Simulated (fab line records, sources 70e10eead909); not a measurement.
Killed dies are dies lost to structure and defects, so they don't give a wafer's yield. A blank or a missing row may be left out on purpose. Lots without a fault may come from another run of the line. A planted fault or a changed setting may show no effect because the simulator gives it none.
Chamber matching | flow nand_harc | NHARC_A_CONTACT_ETCH_91 on rie_diel-13: 4 sister chambers
The step etches the open film in CH3F/O2, target depth 40 nm, time 85.7 s. 4 wafers are shown with their chamber, then 9 later ones without.

WAFERS WITH THEIR CHAMBER
wafer  | chamber | showerhead_plenum_p_Torr (Torr)
L386.4 | 2       | 2.36
L388.2 | 0       | 2.28
L388.3 | 3       | 2.34
L388.6 | 1       | 2.27

WAFERS WITHOUT THEIR CHAMBER
wafer  | showerhead_plenum_p_Torr (Torr)
L389.1 | 2.36
L389.4 | 2.28
L389.6 | 2.36
L394.3 | 2.27
L394.5 | 2.27
L394.6 | 2.27
L399.2 | 2.33
L399.4 | 2.35
L399.5 | 2.33

WHICH CHAMBER EACH WENT THROUGH
wafer  | from the rows above     | in truth
L389.1 | 2                       | 2
L389.4 | can't be placed: 0 or 1 | 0
L389.6 | 2                       | 2
L394.3 | can't be placed: 1 or 0 | 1
L394.5 | can't be placed: 1 or 0 | 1
L394.6 | can't be placed: 1 or 0 | 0
L399.2 | 3                       | 3
L399.4 | can't be placed: 2 or 3 | 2
L399.5 | 3                       | 3
Placed correctly: 4 of 9. Can't be placed from these rows: 5 (the true chamber is among the candidates in 5). Placed wrongly: 0.
How it was worked out, from the rows above alone: a wafer's distance from a chamber is the root of the sum, over the readings, of the square of ((its reading less the chamber's mean) divided by the reading's scatter). The wafer belongs to the nearest chamber; if the next one is less than 2 further off, it can't be placed. A chamber's mean is the mean of its shown wafers. The scatter: with one shown wafer a chamber, the root of the mean of the squares of how far each hidden wafer lies from its nearest shown one.
